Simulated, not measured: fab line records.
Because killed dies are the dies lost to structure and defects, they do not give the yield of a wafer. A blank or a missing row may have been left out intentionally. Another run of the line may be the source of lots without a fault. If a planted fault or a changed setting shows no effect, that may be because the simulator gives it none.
Struck lot and sound lot, side by side + flow n5_finfet + 37 steps out of a route of 1938
Sound: these wafers, L636.1, L636.4, L636.6. The struck wafers were L641.2, L641.4. Last of all comes the cause.
Per side, at each step with rows, come the tool, then ch with its chambers, and then its first start. Under that, the readings that differ: sound wafers + struck wafers + difference of the means + sigmas: that difference in standard deviations of wafers without a fault.
alike: readings with means less than 2 such deviations apart, plus words and numbers identical on both sides. not compared: withheld readings, readings lacking a value on some wafer, bounds such as >300 that could conceal the same value, and numbers that have no deviation in the record and whose values overlap.
The two part at a step that has a row with sigmas, a row that says differs or no value, or rows on one side only. Numbers that have no deviation but don't overlap get no sigmas and don't part them. Lack of a reading on every wafer of one side parts them only where that side has two or more wafers.

first, 9 steps without rows for these wafers: N5_MOL_CONTACT_COAG_COAT_78 (resist thk 40 nm); N5_MOL_CONTACT_COAG_EBR_80; N5_MOL_CONTACT_COAG_SOFTBAKE_79 (time 60 s); N5_MOL_CONTACT_COAG_EXPOSE_81 (exposes mask VG, defocus 0 nm); N5_MOL_CONTACT_COAG_PEB_82 (peb time 60 s); N5_MOL_CONTACT_COAG_DEVELOP_83 (develop time 30 s); N5_MOL_CONTACT_COAG_DESCUM_88 (chemistry O2, time 7 s); N5_MOL_CONTACT_COAG_ETCH_89 (etches underlayer in N2/H2, target depth 13 nm, time 10.4 s); N5_MOL_CONTACT_COAG_ETCH_90 (etches SiARC in CF4, target depth 13 nm, time 21.7 s).
N5_MOL_CONTACT_COAG_ALD_131: deposits SiO2, target thk 5 nm, pulse time 1 s, co reactant pulse time 1 s.
  sound on ald_sin-03 ch 0,2,3, day 6 17:35; struck on ald_sin-03 ch 1,3, day 8 09:57
| reading                                            | sound    | struck  | difference | sigmas |
|----------------------------------------------------|----------|---------|------------|--------|
| ald_cycles                                         | 35 35 35 | 58 58   | +23        |        |
| model.SiO2_of_MOL_CONTACT_COAG_ALD_131.thk_nm (nm) | 5 5 5    | 8.2 8.2 | +3.2       |        |
  alike: heater_power_w, precursor_pulse_height_rel, susceptor_temp_C
then, 25 steps without rows for these wafers: N5_MOL_CONTACT_COAG_ETCHBACK_132 (etches SiO2 in CHF3, target depth 10 nm, time 6.7 s); N5_MOL_CONTACT_COAG_ETCH_91 (etches SOC in N2/H2, target depth 60 nm, overetch 21 nm, time 101.2 s); N5_MOL_CONTACT_COAG_STRIP_92 (strips in N2/H2); N5_MOL_CONTACT_COAG_STRIP_93 (strips in N2/H2); N5_MOL_CONTACT_COAG_ETCHBACK_135 (etches SiO2 in CHF3, target depth 25 nm, time 16.7 s); N5_MOL_CONTACT_COAG_STRIP_118 (strips in CHF3); N5_MOL_CONTACT_COAG_VIA_ETCH_46 (etches SiO2 in C4F6/O2, target depth 46 nm, overetch 9.2 nm, time 40 s); N5_MOL_CONTACT_COAG_STRIP_96 (strips in N2/H2); N5_MOL_CONTACT_COAG_ETCH_47 (etches SiNx in CH3F/O2, stops on W, target depth 27 nm); N5_MOL_CONTACT_COAG_STRIP_119 (strips in N2/H2, time 30 s); N5_MOL_CONTACT_COAG_PRECLEAN_144 (cleans in alkaline clean, time 60 s); N5_MOL_CONTACT_COAG_SRD_145 (time 30 s); N5_MOL_CONTACT_COAG_COAT_62 (time 60 s, resist thk 60 nm); N5_MOL_CONTACT_COAG_COAT_63 (time 60 s, resist thk 10 nm); N5_MOL_CONTACT_COAG_COAT_64 (time 60 s, resist thk 10 nm); N5_MOL_CONTACT_COAG_COAT_34 (resist thk 40 nm); N5_MOL_CONTACT_COAG_EBR_36; N5_MOL_CONTACT_COAG_SOFTBAKE_35 (time 60 s); N5_MOL_CONTACT_COAG_EXPOSE_37 (exposes mask VD, defocus 0 nm); N5_MOL_CONTACT_COAG_PEB_38 (peb time 60 s); N5_MOL_CONTACT_COAG_DEVELOP_39 (develop time 30 s); N5_MOL_CONTACT_COAG_DESCUM_45 (chemistry O2, time 7 s); N5_MOL_CONTACT_COAG_ETCH_65 (etches underlayer in N2/H2, target depth 13 nm, time 10.4 s); N5_MOL_CONTACT_COAG_ETCH_66 (etches SiARC in CF4, target depth 13 nm, time 21.7 s); N5_MOL_CONTACT_COAG_ALD_133 (deposits SiO2, target thk 5 nm, pulse time 1 s, co reactant pulse time 1 s).
N5_BEOL_M4_RC_MEAS_101:
  the record has rows for the sound wafers here (prober-01 ch 0, day 10 00:01) and none for the struck ones
-- here the record skips 8 days between the struck wafers' starts before and after, leaving off in module BEOL_M4 and picking up in module PASSIVATION (first step shown: number 1936 of the route) --
N5_PASSIVATION_PROBE_49:
  record: rows for the struck wafers here (prober-02, day 16 00:32), none for the sound ones

== WHERE THEY PART ==
Last at N5_PASSIVATION_PROBE_49 as far as this record goes, first at N5_BEOL_M4_RC_MEAS_101.

WHY: the cause the simulator had injected
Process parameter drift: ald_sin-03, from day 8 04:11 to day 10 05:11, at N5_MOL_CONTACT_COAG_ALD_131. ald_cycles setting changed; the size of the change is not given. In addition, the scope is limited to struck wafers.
